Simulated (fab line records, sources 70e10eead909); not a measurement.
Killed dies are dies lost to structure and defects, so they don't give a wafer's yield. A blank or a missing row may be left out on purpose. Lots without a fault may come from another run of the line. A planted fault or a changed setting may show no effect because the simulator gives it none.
Chamber matching | flow nand_harc | NHARC_A_STAIRCASE_ALD_420 on ald_hk-03: 4 sister chambers
The step deposits SiO2, target thk 20 nm, pulse time 6 s, ald cycles 200. 16 wafers are shown with their chamber, then 8 later ones without.

WAFERS WITH THEIR CHAMBER
wafer  | chamber | heater_power_w (W) | heater_power_outer_w (W) | precursor_pulse_height_rel
L074.1 | 0       | 508                | 272                      | 1.002
L074.2 | 2       | 376                | 214                      | 1.012
L074.5 | 2       | 379                | 212                      | 0.978
L080.2 | 2       | 364                | 211                      | 1.030
L080.4 | 1       | 524                | 280                      | 0.989
L080.5 | 3       | 489                | 234                      | 0.994
L082.2 | 2       | 374                | 206                      | 0.971
L082.4 | 0       | 515                | 282                      | 1.014
L082.6 | 1       | 530                | 275                      | 0.998
L083.2 | 2       | 374                | 207                      | 1.005
L083.3 | 1       | 515                | 275                      | 1.031
L083.5 | 2       | 365                | 209                      | 0.985
L086.2 | 2       | 361                | 205                      | 1.021
L086.4 | 3       | 474                | 229                      | 0.947
L086.6 | 0       | 516                | 282                      | 0.967
L089.2 | 2       | 377                | 211                      | 0.999

SIGNATURES (means of the wafers above)
reading                    | chamber 0 | chamber 1 | chamber 2 | chamber 3 | scatter within a chamber
heater_power_w             | 513.00    | 523.00    | 371.25    | 481.50    | 7.02
heater_power_outer_w       | 278.67    | 276.67    | 209.38    | 231.50    | 3.72
precursor_pulse_height_rel | 0.99433   | 1.00600   | 1.00012   | 0.97050   | 0.023
Rule: a wafer's distance from a chamber is the root of the sum, over the readings, of the square of ((its reading less the chamber's mean) divided by the reading's scatter). The wafer belongs to the nearest chamber; if the next one is less than 2 further off, it can't be placed. The scatter: the root of (the sum of the squares of (reading less its chamber's mean) over the shown wafers, divided by (wafers less chambers)).

WAFERS WITHOUT THEIR CHAMBER
wafer  | heater_power_w (W) | heater_power_outer_w (W) | precursor_pulse_height_rel
L089.4 | 471                | 235                      | 1.022
L089.5 | 455                | 231                      | 0.987
L088.3 | 372                | 208                      | 0.979
L088.5 | 451                | 238                      | 1.016
L088.6 | 520                | 285                      | 1.029
L094.1 | 492                | 266                      | 0.991
L094.4 | 464                | 234                      | 1.020
L094.5 | 483                | 271                      | 0.986

WHICH CHAMBER EACH WENT THROUGH
wafer  | from the rows above     | in truth
L089.4 | 3                       | 3
L089.5 | 3                       | 3
L088.3 | 2                       | 2
L088.5 | 3                       | 3
L088.6 | can't be placed: 0 or 1 | 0
L094.1 | can't be placed: 0 or 1 | 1
L094.4 | 3                       | 3
L094.5 | can't be placed: 0 or 1 | 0
Placed correctly: 5 of 8. Can't be placed from these rows: 3 (the true chamber is among the candidates in 3). Placed wrongly: 0.
